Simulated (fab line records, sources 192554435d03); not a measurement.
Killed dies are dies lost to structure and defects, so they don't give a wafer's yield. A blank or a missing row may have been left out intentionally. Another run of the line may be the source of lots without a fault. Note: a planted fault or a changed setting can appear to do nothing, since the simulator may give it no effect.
Which tool did it? :: flow n5 finfet :: 10 lots with 30 wafers sampled at 5 steps, on a route of 1938 steps

WHAT THE GAUGES READ, wafer by wafer
N5_BEOL_M0_SAQP_THK_MEAS_05. Usual: thk nm reads 60.4 nm (standard deviation 1.2).
lot: L313
measured: day 6 17:19
on: film metro-02
thk nm (nm): 58.7 60.8 60.0
flag: 

lot: L314
measured: day 6 17:39
on: film metro-01
thk nm (nm): 60.0 59.7 61.8
flag: 

lot: L318
measured: day 7 07:41
on: film metro-01
thk nm (nm): 58.4 60.3 60.9
flag: 

lot: L321
measured: day 8 10:52
on: film metro-02
thk nm (nm): 59.5 59.1 61.0
flag: 

lot: L322
measured: day 8 16:31
on: film metro-02
thk nm (nm): 59.8 60.4 60.6
flag: 

lot: L325
measured: day 9 08:55
on: film metro-02
thk nm (nm): 59.3 60.6 60.2
flag: 

lot: L327
measured: day 9 16:26
on: film metro-02
thk nm (nm): 59.8 60.0 60.0
flag: 

lot: L329
measured: day 9 19:49
on: film metro-01
thk nm (nm): 60.1 60.4 59.3
flag: 

lot: L328
measured: day 9 23:14
on: film metro-02
thk nm (nm): 60.2 62.2 61.5
flag: 

lot: L330
measured: day 10 10:16
on: film metro-02
thk nm (nm): 60.5 61.0 60.7
flag: 

N5_BEOL_M4_RC_MEAS_101. Usual: DIBL_N 36.6 mV/V, standard deviation 2.1; DIBL_P 36.5 mV/V, standard deviation 2.7; IOFF_N 0.17 nA/um, standard deviation 0.043; IOFF_P 0.22 nA/um, standard deviation 0.045; ION_N 674 uA/um, standard deviation 17; ION_P 461 uA/um, standard deviation 9.9; SS_N 71.7 mV/dec, standard deviation 0.79; SS_P 73.4 mV/dec, standard deviation 0.79; VT_N 249 mV, standard deviation 4; VT_P -250 mV, standard deviation 3.3.
lot: L313
measured: day 9 02:56
on: prober-02
DIBL_N (mV/V): 40.5 37.7 38.3
DIBL_P (mV/V): 39.4 35.1 37.4
IOFF_N (nA/um): 0.23 0.17 0.20
IOFF_P (nA/um): 0.26 0.19 0.23
ION_N (uA/um): 695 676 693
ION_P (uA/um): 463 454 464
SS_N (mV/dec): 73.2 72.8 72.4
SS_P (mV/dec): 74.4 73.9 73.9
VT_N (mV): 247 250 248
VT_P (mV): -250 -254 -248
flag: 

lot: L314
measured: day 9 08:06
on: prober-02
DIBL_N (mV/V): 34.9 35.6 36.0
DIBL_P (mV/V): 34.8 34.2 34.3
IOFF_N (nA/um): 0.16 0.17 0.17
IOFF_P (nA/um): 0.26 0.25 0.25
ION_N (uA/um): 695 653 679
ION_P (uA/um): 487 460 465
SS_N (mV/dec): 71.3 71.6 71.9
SS_P (mV/dec): 72.6 73.1 73.2
VT_N (mV): 249 250 248
VT_P (mV): -244 -245 -246
flag: 

lot: L318
measured: day 9 17:14
on: prober-01
DIBL_N (mV/V): 35.3 32.8 32.1
DIBL_P (mV/V): 37.4 33.5 33.0
IOFF_N (nA/um): 0.13 0.10 0.10
IOFF_P (nA/um): 0.21 0.16 0.15
ION_N (uA/um): 659 664 662
ION_P (uA/um): 456 462 459
SS_N (mV/dec): 71.8 70.7 71.0
SS_P (mV/dec): 73.9 72.6 72.1
VT_N (mV): 252 256 257
VT_P (mV): -251 -254 -254
flag: 

lot: L321
measured: day 10 22:29
on: prober-01
DIBL_N (mV/V): 34.5 34.3 35.6
DIBL_P (mV/V): 33.8 34.0 36.4
IOFF_N (nA/um): 0.13 0.12 0.15
IOFF_P (nA/um): 0.18 0.19 0.24
ION_N (uA/um): 659 660 678
ION_P (uA/um): 460 457 473
SS_N (mV/dec): 70.8 70.2 71.4
SS_P (mV/dec): 72.9 73.5 73.6
VT_N (mV): 251 255 251
VT_P (mV): -249 -249 -247
flag: 

lot: L322
measured: day 11 02:28
on: prober-02
DIBL_N (mV/V): 35.8 35.8 36.0
DIBL_P (mV/V): 35.8 36.8 34.5
IOFF_N (nA/um): 0.15 0.16 0.15
IOFF_P (nA/um): 0.18 0.19 0.17
ION_N (uA/um): 688 660 671
ION_P (uA/um): 468 452 451
SS_N (mV/dec): 72.0 71.7 72.4
SS_P (mV/dec): 73.0 73.8 73.3
VT_N (mV): 251 247 252
VT_P (mV): -252 -252 -252
flag: 

lot: L325
measured: day 11 13:39
on: prober-02
DIBL_N (mV/V): 34.3 39.3 37.2
DIBL_P (mV/V): 33.8 40.0 37.4
IOFF_N (nA/um): 0.13 0.23 0.18
IOFF_P (nA/um): 0.17 0.26 0.22
ION_N (uA/um): 665 699 682
ION_P (uA/um): 460 466 461
SS_N (mV/dec): 71.2 72.1 71.0
SS_P (mV/dec): 74.0 74.0 73.3
VT_N (mV): 250 242 248
VT_P (mV): -251 -248 -249
flag: 

lot: L327
measured: day 12 10:00
on: prober-02
DIBL_N (mV/V): 37.2 39.3 35.4
DIBL_P (mV/V): 38.4 40.1 35.7
IOFF_N (nA/um): 0.15 0.21 0.14
IOFF_P (nA/um): 0.22 0.26 0.18
ION_N (uA/um): 660 677 668
ION_P (uA/um): 455 462 460
SS_N (mV/dec): 72.0 72.3 71.1
SS_P (mV/dec): 73.3 73.8 72.7
VT_N (mV): 252 245 248
VT_P (mV): -249 -247 -250
flag: 

lot: L329
measured: day 12 03:50
on: prober-01
DIBL_N (mV/V): 37.2 38.0 35.6
DIBL_P (mV/V): 37.6 39.5 34.8
IOFF_N (nA/um): 0.17 0.20 0.15
IOFF_P (nA/um): 0.22 0.25 0.18
ION_N (uA/um): 658 682 673
ION_P (uA/um): 452 465 455
SS_N (mV/dec): 71.1 72.1 71.3
SS_P (mV/dec): 74.0 73.7 73.8
VT_N (mV): 250 245 251
VT_P (mV): -249 -248 -250
flag: 

lot: L328
measured: day 12 11:46
on: prober-02
DIBL_N (mV/V): 37.5 37.2 36.2
DIBL_P (mV/V): 37.3 36.4 36.1
IOFF_N (nA/um): 0.21 0.17 0.18
IOFF_P (nA/um): 0.22 0.21 0.20
ION_N (uA/um): 678 670 699
ION_P (uA/um): 460 450 469
SS_N (mV/dec): 71.7 72.4 71.6
SS_P (mV/dec): 73.9 72.9 73.4
VT_N (mV): 244 249 246
VT_P (mV): -250 -252 -250
flag: 

lot: L330
measured: day 12 18:49
on: prober-01
DIBL_N (mV/V): 37.2 36.0 37.9
DIBL_P (mV/V): 37.7 36.6 38.2
IOFF_N (nA/um): 0.18 0.17 0.19
IOFF_P (nA/um): 0.24 0.23 0.24
ION_N (uA/um): 699 678 664
ION_P (uA/um): 478 465 456
SS_N (mV/dec): 72.0 71.1 72.0
SS_P (mV/dec): 73.5 73.3 73.2
VT_N (mV): 247 246 245
VT_P (mV): -246 -247 -249
flag: 

EACH LOT AND THE TOOL THAT RAN IT (in order: tool; ch and the chambers of the sampled wafers; start)
lot: L313
N5_BEOL_M0_SAQP_ETCH_84: rie diel-02 ch 1,3, day 6 18:08
N5_BEOL_M0_SAQP_MANDREL_ETCH_103: rie si-06 ch 1,2,3, day 6 20:01
N5_BEOL_M0_SAQP_RECESS_109: vapor etch-02 ch 0,1, day 6 20:46

lot: L314
N5_BEOL_M0_SAQP_ETCH_84: rie diel-04 ch 1,3, day 6 18:23
N5_BEOL_M0_SAQP_MANDREL_ETCH_103: rie si-03 ch 0,2,3, day 6 20:54
N5_BEOL_M0_SAQP_RECESS_109: vapor etch-02 ch 0,1, day 6 21:38

lot: L318
N5_BEOL_M0_SAQP_ETCH_84: rie diel-05 ch 1,2, day 7 08:29
N5_BEOL_M0_SAQP_MANDREL_ETCH_103: rie si-02 ch 0,2,3, day 7 10:43
N5_BEOL_M0_SAQP_RECESS_109: vapor etch-01 ch 0,1, day 7 11:25

lot: L321
N5_BEOL_M0_SAQP_ETCH_84: rie diel-04 ch 0,3, day 8 11:50
N5_BEOL_M0_SAQP_MANDREL_ETCH_103: rie si-06 ch 0,2,3, day 8 14:08
N5_BEOL_M0_SAQP_RECESS_109: vapor etch-01 ch 0,1, day 8 14:50

lot: L322
N5_BEOL_M0_SAQP_ETCH_84: rie diel-05 ch 0,3, day 8 17:02
N5_BEOL_M0_SAQP_MANDREL_ETCH_103: rie si-03 ch 0,1,3, day 8 18:41
N5_BEOL_M0_SAQP_RECESS_109: vapor etch-01 ch 0,1, day 8 19:23

lot: L325
N5_BEOL_M0_SAQP_ETCH_84: rie diel-02 ch 2,3, day 9 09:34
N5_BEOL_M0_SAQP_MANDREL_ETCH_103: rie si-06 ch 1,2,3, day 9 11:13
N5_BEOL_M0_SAQP_RECESS_109: vapor etch-02 ch 0,1, day 9 12:00

lot: L327
N5_BEOL_M0_SAQP_ETCH_84: rie diel-02 ch 0,3, day 9 17:06
N5_BEOL_M0_SAQP_MANDREL_ETCH_103: rie si-06 ch 1,2, day 9 18:47
N5_BEOL_M0_SAQP_RECESS_109: vapor etch-02 ch 0,1, day 9 19:29

lot: L329
N5_BEOL_M0_SAQP_ETCH_84: rie diel-02 ch 0,1,3, day 9 20:28
N5_BEOL_M0_SAQP_MANDREL_ETCH_103: rie si-02 ch 0,1, day 9 22:13
N5_BEOL_M0_SAQP_RECESS_109: vapor etch-02 ch 0,1, day 9 23:12

lot: L328
N5_BEOL_M0_SAQP_ETCH_84: rie diel-04 ch 0,1,2, day 9 23:53
N5_BEOL_M0_SAQP_MANDREL_ETCH_103: rie si-02 ch 0,2,3, day 10 01:32
N5_BEOL_M0_SAQP_RECESS_109: vapor etch-02 ch 0,1, day 10 02:14

lot: L330
N5_BEOL_M0_SAQP_ETCH_84: rie diel-04 ch 0,1,3, day 10 10:58
N5_BEOL_M0_SAQP_MANDREL_ETCH_103: rie si-03 ch 0,1, day 10 12:38
N5_BEOL_M0_SAQP_RECESS_109: vapor etch-02 ch 0,1, day 10 13:19
- N5_BEOL_M0_SAQP_ETCH_84: etches SOC in N2/H2, target depth 100 nm, overetch 20 nm, time 150 s.
- N5_BEOL_M0_SAQP_MANDREL_ETCH_103: etches a-Si in HBr/Cl2, stops on SiCN, target depth 45 nm, bt time 10 s, time 27 s.
- N5_BEOL_M0_SAQP_RECESS_109: chemistry HF/NH3, target SiO2, target depth 3 nm, afs cycles 1, sublimation time 60 s.

WHAT THE TOOLS THEMSELVES READ (means of the sampled wafers that have a number; where no wafer has one, the mark that the record gives instead)
N5_BEOL_M0_SAQP_ETCH_84. Usual: drypump motor current A 5.5 A, standard deviation 0.45; oes product au 0.72 a.u., standard deviation 0.089; rf vpp V 524.6 V, standard deviation 2.6; showerhead plenum p Torr 2.58 Torr, standard deviation 0.085; throttle valve pct 17.8 %, standard deviation 0.39.
lot: L313
tool: rie diel-02
drypump motor current A (A): 5.7
oes product au (a.u.): 0.72
rf vpp V (V): 527.5
showerhead plenum p Torr (Torr): 2.68
throttle valve pct (%): 18.1
flag: 

lot: L314
tool: rie diel-04
drypump motor current A (A): 5.4
oes product au (a.u.): 0.75
rf vpp V (V): 523.0
showerhead plenum p Torr (Torr): 2.54
throttle valve pct (%): 17.6
flag: 

lot: L318
tool: rie diel-05
drypump motor current A (A): 5.7
oes product au (a.u.): 0.78
rf vpp V (V): 522.0
showerhead plenum p Torr (Torr): 2.51
throttle valve pct (%): 17.7
flag: 

lot: L321
tool: rie diel-04
drypump motor current A (A): 5.1
oes product au (a.u.): 0.81
rf vpp V (V): 525.6
showerhead plenum p Torr (Torr): 2.62
throttle valve pct (%): 17.3
flag: 

lot: L322
tool: rie diel-05
drypump motor current A (A): 5.7
oes product au (a.u.): 0.62
rf vpp V (V): 523.7
showerhead plenum p Torr (Torr): 2.55
throttle valve pct (%): 18.3
flag: 

lot: L325
tool: rie diel-02
drypump motor current A (A): 5.5
oes product au (a.u.): 0.74
rf vpp V (V): 525.7
showerhead plenum p Torr (Torr): 2.65
throttle valve pct (%): 18.0
flag: 

lot: L327
tool: rie diel-02
drypump motor current A (A): 5.8
oes product au (a.u.): 0.70
rf vpp V (V): 524.2
showerhead plenum p Torr (Torr): 2.59
throttle valve pct (%): 17.9
flag: 

lot: L329
tool: rie diel-02
drypump motor current A (A): 5.8
oes product au (a.u.): 0.70
rf vpp V (V): 525.3
showerhead plenum p Torr (Torr): 2.63
throttle valve pct (%): 18.0
flag: 

lot: L328
tool: rie diel-04
drypump motor current A (A): 5.4
oes product au (a.u.): 0.71
rf vpp V (V): 523.8
showerhead plenum p Torr (Torr): 2.55
throttle valve pct (%): 17.6
flag: 

lot: L330
tool: rie diel-04
drypump motor current A (A): 5.5
oes product au (a.u.): 0.73
rf vpp V (V): 524.5
showerhead plenum p Torr (Torr): 2.55
throttle valve pct (%): 17.6
flag: 

N5_BEOL_M0_SAQP_MANDREL_ETCH_103. Usual: drypump motor current A 5.5 A, standard deviation 0.49; oes product au 0.676 a.u., standard deviation 0.013; throttle valve pct 35.3 %, standard deviation 0.32.
lot: L313
tool: rie si-06
drypump motor current A (A): 5.2
oes product au (a.u.): 0.667
throttle valve pct (%): 35.2
flag: 

lot: L314
tool: rie si-03
drypump motor current A (A): 5.4
oes product au (a.u.): 0.682
throttle valve pct (%): 35.2
flag: 

lot: L318
tool: rie si-02
drypump motor current A (A): 5.9
oes product au (a.u.): 0.665
throttle valve pct (%): 35.2
flag: 

lot: L321
tool: rie si-06
drypump motor current A (A): 5.4
oes product au (a.u.): 0.676
throttle valve pct (%): 35.2
flag: 

lot: L322
tool: rie si-03
drypump motor current A (A): 5.6
oes product au (a.u.): 0.682
throttle valve pct (%): 35.3
flag: 

lot: L325
tool: rie si-06
drypump motor current A (A): 5.2
oes product au (a.u.): 0.673
throttle valve pct (%): 35.2
flag: 

lot: L327
tool: rie si-06
drypump motor current A (A): 5.1
oes product au (a.u.): 0.665
throttle valve pct (%): 35.5
flag: 

lot: L329
tool: rie si-02
drypump motor current A (A): 5.7
oes product au (a.u.): 0.678
throttle valve pct (%): 35.2
flag: 

lot: L328
tool: rie si-02
drypump motor current A (A): 5.9
oes product au (a.u.): 0.674
throttle valve pct (%): 35.2
flag: 

lot: L330
tool: rie si-03
drypump motor current A (A): 5.7
oes product au (a.u.): 0.682
throttle valve pct (%): 35.2
flag: 

N5_BEOL_M0_SAQP_RECESS_109. Usual: drypump motor current A reads 6.2 A (standard deviation 0.33).
lot: L313
tool: vapor etch-02
drypump motor current A (A): 6.3
flag: 

lot: L314
tool: vapor etch-02
drypump motor current A (A): 6.3
flag: 

lot: L318
tool: vapor etch-01
drypump motor current A (A): 5.9
flag: 

lot: L321
tool: vapor etch-01
drypump motor current A (A): 6.2
flag: 

lot: L322
tool: vapor etch-01
drypump motor current A (A): 5.9
flag: 

lot: L325
tool: vapor etch-02
drypump motor current A (A): 6.3
flag: 

lot: L327
tool: vapor etch-02
drypump motor current A (A): -
flag: OFF

lot: L329
tool: vapor etch-02
drypump motor current A (A): -
flag: OFF

lot: L328
tool: vapor etch-02
drypump motor current A (A): -
flag: OFF

lot: L330
tool: vapor etch-02
drypump motor current A (A): 6.3
flag: 

THE ANSWER, worked out from the rows above alone
Rule: a lot is off if the mean of its wafers that have a number lies more than 3 standard deviations from the usual mean. Also off: a lot with no number at a reading for which 4 or more lots have one. The other lots that the step has rows for count as sound. The gauges are gone through in route order, then the tools' own readings, and for those a lot's mean is taken as printed above. At the first step where some lot is off, the reading lying furthest off is the one used; lots without a number count as furthest.
Off: L327, L329, L328, at N5_BEOL_M0_SAQP_RECESS_109 (drypump motor current A). Without a number there: L327, L329, L328.
A tool fits if, at that step or a process step before it, it ran every lot that is off, and no sound lot after the first of them. Of those tried, none fits.

WHAT WAS PUT IN BY THE SIMULATOR
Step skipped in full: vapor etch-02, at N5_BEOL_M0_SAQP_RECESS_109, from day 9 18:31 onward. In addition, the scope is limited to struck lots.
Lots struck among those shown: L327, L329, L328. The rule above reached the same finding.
